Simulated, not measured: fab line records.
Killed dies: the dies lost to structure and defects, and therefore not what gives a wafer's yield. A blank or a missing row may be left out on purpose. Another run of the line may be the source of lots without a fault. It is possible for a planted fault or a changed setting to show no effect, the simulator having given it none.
Split-lot trial / flow n5 finfet / route with 1938 steps; 7 lots, 21 wafers read

## ON THE SPLIT
At N5_BEOL_M5_COAT_65 (time 60 s, resist thk 60 nm), the setting spin rpm was moved away from the recipe's 1500 rpm on 9 of the 21 wafers read, by -4.8% to +10.9%. For the rest of the wafers, this setting stayed at what the recipe calls for.

## FROM THE SPLIT TO THE READING: what the file shows between them, 11 steps
- N5_BEOL_M5_COAT_22: resist thk 30 nm (also split here: spin rpm)
- N5_BEOL_M5_EBR_24
- N5_BEOL_M5_SOFTBAKE_23: time 60 s
- N5_BEOL_M5_EXPOSE_25: exposes mask V4, defocus 10 nm
- N5_BEOL_M5_PEB_26: peb time 60 s
- N5_BEOL_M5_DEVELOP_27: develop time 30 s
- N5_BEOL_M5_ETCH_75: etches underlayer in N2/H2, target depth 6.5 nm, time 5.2 s
- N5_BEOL_M5_ETCH_67: etches SiARC in CF4, target depth 15.6 nm, time 26 s
- N5_BEOL_M5_ETCH_68: etches SOC in N2/H2, target depth 80 nm, overetch 16 nm, time 120 s
- N5_BEOL_M5_STRIP_69: strips in N2/H2
- N5_BEOL_M5_STRIP_76: strips in N2/H2

## THE READING
SOC_of_BEOL_M5_COAT_65.thk nm (the simulator's own value, which no gauge read), in nm, at N5_BEOL_M5_VIA_ETCH_34 (etches SiCOH lowk in C4F6/O2, target depth 88.3 nm, time 39.2 s). The file does not state a usual value for it. Here, 12 wafers ran the recipe; their average is 55.7 nm with a standard deviation of 0.19 nm.

wafer=L082.1; tool, chamber at the split=litho track-03, 0; spin rpm as run, rpm=1556; against the recipe=+3.7%; SOC_of_BEOL_M5_COAT_65.thk nm, nm=54.6; against lot-mates on the recipe=-1.2
wafer=L082.2; tool, chamber at the split=litho track-03, 0; spin rpm as run, rpm=1556; against the recipe=+3.7%; SOC_of_BEOL_M5_COAT_65.thk nm, nm=54.8; against lot-mates on the recipe=-1.0
wafer=L082.6; tool, chamber at the split=litho track-03, 0; spin rpm as run, rpm=1500; against the recipe=recipe; SOC_of_BEOL_M5_COAT_65.thk nm, nm=55.8; against lot-mates on the recipe=-
wafer=L083.1; tool, chamber at the split=litho track-04, 0; spin rpm as run, rpm=1585; against the recipe=+5.7%; SOC_of_BEOL_M5_COAT_65.thk nm, nm=54.2; against lot-mates on the recipe=-1.8
wafer=L083.6; tool, chamber at the split=litho track-04, 0; spin rpm as run, rpm=1585; against the recipe=+5.7%; SOC_of_BEOL_M5_COAT_65.thk nm, nm=54.2; against lot-mates on the recipe=-1.8
wafer=L083.4; tool, chamber at the split=litho track-04, 0; spin rpm as run, rpm=1500; against the recipe=recipe; SOC_of_BEOL_M5_COAT_65.thk nm, nm=56; against lot-mates on the recipe=-
wafer=L087.1; tool, chamber at the split=litho track-04, 0; spin rpm as run, rpm=1500; against the recipe=recipe; SOC_of_BEOL_M5_COAT_65.thk nm, nm=55.8; against lot-mates on the recipe=-
wafer=L087.4; tool, chamber at the split=litho track-04, 0; spin rpm as run, rpm=1664; against the recipe=+10.9%; SOC_of_BEOL_M5_COAT_65.thk nm, nm=53; against lot-mates on the recipe=-2.8
wafer=L087.6; tool, chamber at the split=litho track-04, 0; spin rpm as run, rpm=1664; against the recipe=+10.9%; SOC_of_BEOL_M5_COAT_65.thk nm, nm=52.8; against lot-mates on the recipe=-3.0
wafer=L090.2; tool, chamber at the split=litho track-03, 0; spin rpm as run, rpm=1500; against the recipe=recipe; SOC_of_BEOL_M5_COAT_65.thk nm, nm=55.6; against lot-mates on the recipe=-
wafer=L090.3; tool, chamber at the split=litho track-03, 0; spin rpm as run, rpm=1500; against the recipe=recipe; SOC_of_BEOL_M5_COAT_65.thk nm, nm=55.4; against lot-mates on the recipe=-
wafer=L090.5; tool, chamber at the split=litho track-03, 0; spin rpm as run, rpm=1500; against the recipe=recipe; SOC_of_BEOL_M5_COAT_65.thk nm, nm=55.4; against lot-mates on the recipe=-
wafer=L092.1; tool, chamber at the split=litho track-03, 0; spin rpm as run, rpm=1500; against the recipe=recipe; SOC_of_BEOL_M5_COAT_65.thk nm, nm=56; against lot-mates on the recipe=-
wafer=L092.3; tool, chamber at the split=litho track-03, 0; spin rpm as run, rpm=1428; against the recipe=-4.8%; SOC_of_BEOL_M5_COAT_65.thk nm, nm=57.6; against lot-mates on the recipe=+1.7
wafer=L092.5; tool, chamber at the split=litho track-03, 0; spin rpm as run, rpm=1500; against the recipe=recipe; SOC_of_BEOL_M5_COAT_65.thk nm, nm=55.8; against lot-mates on the recipe=-
wafer=L093.3; tool, chamber at the split=litho track-03, 0; spin rpm as run, rpm=1500; against the recipe=recipe; SOC_of_BEOL_M5_COAT_65.thk nm, nm=55.8; against lot-mates on the recipe=-
wafer=L093.4; tool, chamber at the split=litho track-03, 0; spin rpm as run, rpm=1500; against the recipe=recipe; SOC_of_BEOL_M5_COAT_65.thk nm, nm=55.8; against lot-mates on the recipe=-
wafer=L093.6; tool, chamber at the split=litho track-03, 0; spin rpm as run, rpm=1500; against the recipe=recipe; SOC_of_BEOL_M5_COAT_65.thk nm, nm=55.6; against lot-mates on the recipe=-
wafer=L094.1; tool, chamber at the split=litho track-01, 0; spin rpm as run, rpm=1500; against the recipe=recipe; SOC_of_BEOL_M5_COAT_65.thk nm, nm=55.8; against lot-mates on the recipe=-
wafer=L094.5; tool, chamber at the split=litho track-01, 0; spin rpm as run, rpm=1450; against the recipe=-3.3%; SOC_of_BEOL_M5_COAT_65.thk nm, nm=56.8; against lot-mates on the recipe=+1.0
wafer=L094.6; tool, chamber at the split=litho track-01, 0; spin rpm as run, rpm=1450; against the recipe=-3.3%; SOC_of_BEOL_M5_COAT_65.thk nm, nm=56.8; against lot-mates on the recipe=+1.0

FIT RESULTS
A straight line over all 21 wafers: SOC_of_BEOL_M5_COAT_65.thk nm changes by -0.279 nm for each +1% of spin rpm; r = -0.99; the points scatter about the line by 0.2 nm.
The same after taking each lot's own level away (the mean of its wafers on the recipe; 21 wafers): -0.285 nm for each +1%; r = -0.99; scatter 0.14 nm.
Per that fit: largest spin rpm move, reading shift of 3.1 nm.
Across the lots, their own levels run from 55.47 to 56.00 nm, a range of 2.8 times the standard deviation given above.
Consequently the slope shifts little with the lot-to-lot level, the two slopes agreeing.
Check: with one of the wafers moved furthest among these (+10.9%) left out of the fit, the line predicts -3.24 nm for it against its lot-mates. It came out at -2.8 nm against them.

## THE OTHER SPLITS THESE WAFERS WENT THROUGH
These wafers also went through other splits before the reading. Each is held against what the fit with the lots' levels taken away leaves over:
other split on the same wafers=N5_BEOL_M2_VIA_ETCH_34 time s; wafers away from the commonest value=11; r with SOC_of_BEOL_M5_COAT_65.thk nm (lot level and that fit taken away)=+0.08
other split on the same wafers=N5_BEOL_M5_COAT_22 spin rpm; wafers away from the commonest value=7; r with SOC_of_BEOL_M5_COAT_65.thk nm (lot level and that fit taken away)=-0.35

## THE WHOLE CHAIN: every reading that the file lists as answering this split, in the file's order
step=N5_BEOL_M5_COAT_65; what it does=time 60 s, resist thk 60 nm; reading=SOC_of_BEOL_M5_COAT_65.thk nm (the simulator's own value, which no gauge read); change (the file's fit)=-0.279 nm for each +1% of the setting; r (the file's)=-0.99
step=N5_BEOL_M5_ETCH_68; what it does=etches SOC in N2/H2, target depth 80 nm, overetch 16 nm, time 120 s; reading=etch.depth nm (the simulator's own value, which no gauge read); change (the file's fit)=-0.282 nm for each +1% of the setting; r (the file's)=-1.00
step=N5_BEOL_M5_VIA_ETCH_34; what it does=etches SiCOH lowk in C4F6/O2, target depth 88.3 nm, time 39.2 s; reading=SOC_of_BEOL_M5_COAT_65.thk nm (the simulator's own value, which no gauge read); change (the file's fit)=-0.288 nm for each +1% of the setting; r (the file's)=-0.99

## FILE'S OWN FIT
SOC_of_BEOL_M5_COAT_65.thk nm changes by -0.288 nm for each +1% of spin rpm, r = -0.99.
